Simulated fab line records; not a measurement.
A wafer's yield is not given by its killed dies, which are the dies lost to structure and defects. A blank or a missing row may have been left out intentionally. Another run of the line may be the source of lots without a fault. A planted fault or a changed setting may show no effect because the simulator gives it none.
Commonality check across tools / flow nand harc / 2 lots, 6 wafers sampled

== WHY IT WAS OPENED ==
On 2 of the 2 lots, a flag is raised at NHARC_END_SORT_01 on the reading killed at periphery. Fault-free wafers read 3.6, with a standard deviation of 2.6.
Rule: a lot is flagged when every wafer of it that has a number lies more than 4 standard deviations from that mean, or none has a number. All remaining lots are regarded as sound.

lot=L306; measured=day 28 12:41; on=prober-02; killed at periphery, wafer by wafer=581 614 600; flag=FLAGGED
lot=L307; measured=day 29 15:25; on=prober-02; killed at periphery, wafer by wafer=657 652 655; flag=FLAGGED
On average the flagged lots read 626.5, which is +622.9 against the usual, or +99 or more standard deviations.

== WHICH TOOL EACH LOT WENT THROUGH ==
Before the reading, the record contains 2 process steps out of a 1302-step route. Each cell gives the tool, then ch followed by the chambers the sampled wafers passed through, then the start.
lot=L306; flag=FLAGGED; NHARC_P_M1_PRE_CLEAN_32=pecvd-03 ch 0,1,2, day 10 18:33; NHARC_P_M2_ETCH_15=rie diel-02 ch 0,1,3, day 10 20:15
lot=L307; flag=FLAGGED; NHARC_P_M1_PRE_CLEAN_32=pecvd-03 ch 0,1, day 11 06:03; NHARC_P_M2_ETCH_15=rie diel-08 ch 0,2,3, day 11 07:44
These steps, and what they do:
- NHARC_P_M1_PRE_CLEAN_32: time 12 s.
- NHARC_P_M2_ETCH_15: etches the open film in C4F8/Ar, target depth 182.5 nm, time 91.2 s.
- NHARC_END_SORT_01

== FLAGGED OVER TOTAL, TOOL BY TOOL (the gauges that took the reading come last) ==
step=NHARC_P_M1_PRE_CLEAN_32; tool=pecvd-03; lots run=2; flagged=2; share of the flagged lots=all; sound lots run after its first flagged lot=0
step=NHARC_P_M2_ETCH_15; tool=rie diel-02; lots run=1; flagged=1; share of the flagged lots=some; sound lots run after its first flagged lot=0
step=NHARC_P_M2_ETCH_15; tool=rie diel-08; lots run=1; flagged=1; share of the flagged lots=some; sound lots run after its first flagged lot=0
step=NHARC_END_SORT_01; tool=prober-02; lots run=2; flagged=2; share of the flagged lots=all; sound lots run after its first flagged lot=0

== WHAT THE TABLE PERMITS ==
2 rows of the table ran every flagged lot: pecvd-03 at NHARC_P_M1_PRE_CLEAN_32, prober-02 at NHARC_END_SORT_01.
- pecvd-03 at NHARC_P_M1_PRE_CLEAN_32: 2 of its 2 lots flagged. It ran no sound lot before its first flagged lot in this sample, so the start can't be narrowed down.
- prober-02 at NHARC_END_SORT_01: 2 of its 2 lots flagged. It ran no sound lot before its first flagged lot in this sample, so the start can't be narrowed down.
Because each of these 2 tools fits a fault that began at some hour, counting lots does not separate them. More lots, or a look at what each step does to the wafer, might.

== WHAT THE SIMULATOR HAD PUT IN ==
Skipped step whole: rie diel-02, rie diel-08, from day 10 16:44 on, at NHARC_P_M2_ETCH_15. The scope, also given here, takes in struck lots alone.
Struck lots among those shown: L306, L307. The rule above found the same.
